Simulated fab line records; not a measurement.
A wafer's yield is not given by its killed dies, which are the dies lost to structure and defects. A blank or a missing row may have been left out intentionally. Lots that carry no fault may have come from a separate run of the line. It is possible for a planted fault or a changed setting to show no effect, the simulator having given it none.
One fault seen from 3 desks | flow n5_finfet | numbers are kept per desk, each desk with only its own; the story behind them comes last

== THE DEFECT DESK ==
What the inspections along the route counted, lot by lot: means of the sampled wafers that have a number. Any lot whose mean is over 4 standard deviations away from the usual mean is out of limits and marked OUT; that distance is given in the brackets.
Columns: A = raw_defect_count at N5_SD_EPI_N_INSPECT_11, usual 2.2
lot  | first seen here | A
L225 | day 3 11:01     | 3.0
L231 | day 5 00:05     | 3.3
L241 | day 7 08:25     | 2.0
L242 | day 7 13:29     | 2.5
L244 | day 8 00:16     | 2.0
L246 | day 8 13:28     | 3.0
L247 | day 8 23:38     | 1.7
This desk found nothing out of limits on any of the 7 lots.

== AT THE METROLOGY DESK ==
Means of the sampled wafers that have a number, per lot and without regard to the tool the lot ran on: this is what the gauges read. Any lot whose mean is over 4 standard deviations away from the usual mean is out of limits and marked OUT; that distance is given in the brackets. 7 of its 12 readings are shown, namely those furthest out on some lot.
Columns: A = cd_nm at N5_SD_EPI_N_CD_MEAS_09, usual 119.9 nm; B = SD_N_BLK_OVL at N5_SD_EPI_N_OVL_MEAS_10, usual -0.5 nm; C = DIBL_N at N5_BEOL_M4_RC_MEAS_101, usual 36.3 mV/V; D = DIBL_P at N5_BEOL_M4_RC_MEAS_101, usual 36.1 mV/V; E = IOFF_N at N5_BEOL_M4_RC_MEAS_101, usual 0.161 nA/um; F = ION_N at N5_BEOL_M4_RC_MEAS_101, usual 676 uA/um; G = ION_P at N5_BEOL_M4_RC_MEAS_101, usual 462 uA/um
lot  | first seen here | A     | B    | C    | D    | E     | F   | G
L225 | day 3 10:58     | 120.1 | -0.9 | 37.5 | 37.7 | 0.184 | 683 | 468
L231 | day 5 00:02     | 119.0 | -1.3 | 34.8 | 35.8 | 0.141 | 681 | 459
L241 | day 7 08:22     | 119.4 | 0.0  | 37.3 | 39.2 | 0.198 | 693 | 471
L242 | day 7 13:26     | 120.5 | 0.3  | 38.5 | 37.0 | 0.204 | 693 | 468
L244 | day 8 00:13     | 119.5 | -0.2 | 37.9 | 37.4 | 0.197 | 694 | 467
L246 | day 8 13:25     | 119.9 | 0.7  | 35.9 | 36.8 | 0.170 | 677 | 459
L247 | day 8 23:35     | 119.9 | -1.1 | 35.7 | 34.7 | 0.138 | 673 | 460
This desk found nothing out of limits on any of the 7 lots.

== THE TOOL OWNER'S DESK: rie_diel-05 ==
The tool's own readings at N5_SD_EPI_N_ETCHBACK_44 (etches SiNx in CH3F/O2, stops on SiO2, target depth 14.5 nm): means of the sampled wafers that have a number, for each lot that ran on this tool. Any lot whose mean is over 4 standard deviations away from the usual mean is out of limits and marked OUT; that distance is given in the brackets.
Columns: A = drypump_motor_current_A at N5_SD_EPI_N_ETCHBACK_44, usual 6.0 A; B = oes_ar_750_au at N5_SD_EPI_N_ETCHBACK_44, usual 0.78 a.u.; C = oes_product_au at N5_SD_EPI_N_ETCHBACK_44, usual 0.66 a.u.; D = rf_vpp_V at N5_SD_EPI_N_ETCHBACK_44, usual 298.0 V; E = showerhead_plenum_p_Torr at N5_SD_EPI_N_ETCHBACK_44, usual 2.01 Torr; F = throttle_valve_pct at N5_SD_EPI_N_ETCHBACK_44, usual 16.33 %
lot  | first seen here | A   | B    | C    | D     | E    | F
L231 | day 5 00:43     | 5.8 | 0.80 | 0.69 | 300.5 | 1.99 | 16.23
L241 | day 7 09:04     | 6.2 | 0.75 | 0.63 | 299.6 | 2.06 | 16.42
L242 | day 7 14:02     | 5.5 | 0.81 | 0.68 | 298.4 | 2.02 | 16.31
L244 | day 8 00:43     | 5.5 | 0.80 | 0.65 | 298.3 | 2.02 | 16.33
This desk found nothing out of limits on any of the 4 lots.

== ALL TOGETHER ==
Nothing the defect desk looked at was out of limits.
At the metrology desk, nothing out of limits was observed.
Nothing out of limits was seen by the tool owner's desk.

== WHAT THE SIMULATOR PUT IN ==
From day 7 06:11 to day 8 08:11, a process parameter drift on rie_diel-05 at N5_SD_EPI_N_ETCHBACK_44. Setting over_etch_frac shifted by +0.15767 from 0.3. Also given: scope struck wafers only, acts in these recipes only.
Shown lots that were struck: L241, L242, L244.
